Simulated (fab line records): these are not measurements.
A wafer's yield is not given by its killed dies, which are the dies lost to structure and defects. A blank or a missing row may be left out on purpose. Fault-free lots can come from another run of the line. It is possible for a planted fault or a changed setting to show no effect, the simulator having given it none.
Chamber matching + flow n5 finfet + N5_BEOL_M2_CO_CAP_55 on cvd co-02: 3 sister chambers
The step material Co, precursor CCTBA/H2, target thk 2 nm, time 102.1 s. 3 wafers are shown with their chamber, then 12 later ones without.

EACH WAFER AND ITS CHAMBER
| wafer  | chamber | heater power w (W) |
|--------|---------|--------------------|
| L091.4 | 2       | 196                |
| L092.4 | 1       | 210                |
| L092.5 | 0       | 267                |

WAFERS WHOSE CHAMBER IS MISSING
| wafer  | heater power w (W) |
|--------|--------------------|
| L093.2 | 206                |
| L093.3 | 212                |
| L093.4 | 265                |
| L094.2 | 268                |
| L094.4 | 275                |
| L094.5 | 217                |
| L095.1 | 210                |
| L095.3 | 193                |
| L095.6 | 212                |
| L096.2 | 277                |
| L096.4 | 203                |
| L096.6 | 273                |

WHICH CHAMBER EACH WENT THROUGH
| wafer  | from the rows above     | in truth |
|--------|-------------------------|----------|
| L093.2 | can't be placed: 1 or 2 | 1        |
| L093.3 | 1                       | 1        |
| L093.4 | 0                       | 0        |
| L094.2 | 0                       | 0        |
| L094.4 | 0                       | 0        |
| L094.5 | 1                       | 1        |
| L095.1 | 1                       | 1        |
| L095.3 | 2                       | 2        |
| L095.6 | 1                       | 1        |
| L096.2 | 0                       | 0        |
| L096.4 | can't be placed: 1 or 2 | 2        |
| L096.6 | 0                       | 0        |
Correctly placed: 10 of 12. From these rows, 2 cannot be placed; in 2 the true chamber is one of the candidates. Number placed wrongly: 0.
How it was worked out, from the rows above alone: a wafer's distance from a chamber is the root of the sum, over the readings, of the square of ((its reading less the chamber's mean) divided by the reading's scatter). If the next closest chamber is less than 2 further off than the closest, the wafer can't be placed; otherwise it belongs to the closest. A chamber's mean is the mean of its shown wafers. The scatter: with one shown wafer a chamber, the root of the mean of the squares of how far each hidden wafer lies from its nearest shown one.
